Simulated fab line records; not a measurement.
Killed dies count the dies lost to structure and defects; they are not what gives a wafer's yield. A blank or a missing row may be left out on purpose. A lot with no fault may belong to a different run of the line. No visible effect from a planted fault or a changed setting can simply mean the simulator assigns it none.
Comparing a struck lot with a sound one + flow n5 finfet + 14 steps out of a route of 1938
Sound: these wafers, L572.1, L572.2, L572.6. Struck: wafers L576.1, L576.4, L576.5. The cause is given at the end.
Each step with rows lists, per side, the tool, then ch with its chambers, then its first start. Under that, the readings that differ: sound wafers + struck wafers + difference of the means + sigmas: that difference in standard deviations of wafers without a fault.
alike: a reading whose means differ by less than 2 such deviations, as well as words and numbers matching on both sides. not compared: withheld readings; readings where some wafer has no value; bounds like >300 that might hide an equal value; numbers whose values overlap and for which the record gives no deviation.
A row with sigmas, a row that says differs or no value, or rows on one side alone: a step with any of these is where the two part. Non-overlapping numbers with no deviation appear without sigmas and do not part them. A reading missing from all wafers of one side parts the sides only when that side holds two or more wafers.

first, 2 steps without rows for these wafers: N5_DUMMY_GATE_PRECLEAN_46 (cleans in DIW, time 89.5 s); N5_DUMMY_GATE_SRD_47 (dry time 32 s).
N5_DUMMY_GATE_CMP_04: polishes a-Si.
  sound on cmp-01 ch 1,2, day 3 05:46; struck on cmp-04 ch 0,2,3, day 4 04:40
  alike: motor current A, time to endpoint s
N5_DUMMY_GATE_THK_MEAS_05:
  sound: film metro-02 at day 3 05:59; struck: film metro-02 at day 4 04:52
  alike: thk nm
then, 8 steps without rows for these wafers: N5_DUMMY_GATE_HM_DEP_06 (deposits SiNx from DCS/NH3, target thk 80 nm, time 5141 s); N5_DUMMY_GATE_PECVD_30 (deposits SiO2 from TEOS/O2, target thk 55 nm, time 10.8 s); N5_DUMMY_GATE_COAT_34 (time 60 s, resist thk 60 nm); N5_DUMMY_GATE_COAT_35 (time 60 s, resist thk 10 nm); N5_DUMMY_GATE_COAT_28 (time 60 s, resist thk 10 nm); N5_DUMMY_GATE_COAT_09 (resist thk 30 nm); N5_DUMMY_GATE_EBR_11; N5_DUMMY_GATE_SOFTBAKE_10 (time 60 s).
N5_DUMMY_GATE_EXPOSE_12: exposes mask GATE, target cd 25 nm.
  struck on euv scanner-02, day 4 09:10; sound on euv scanner-01 ch 0, day 3 10:20
  no value came back on the struck wafers for exposure dose mJ cm2, focus offset nm (nm); on the sound wafers exposure dose mJ cm2 reads 34.07 34.10 34.04
  alike: mask
then, 1 step without rows for these wafers: N5_DUMMY_GATE_PEB_13 (peb time 60 s).

== WHERE THEY PART ==
Only at N5_DUMMY_GATE_EXPOSE_12, within this record.

WHY: the cause the simulator had injected
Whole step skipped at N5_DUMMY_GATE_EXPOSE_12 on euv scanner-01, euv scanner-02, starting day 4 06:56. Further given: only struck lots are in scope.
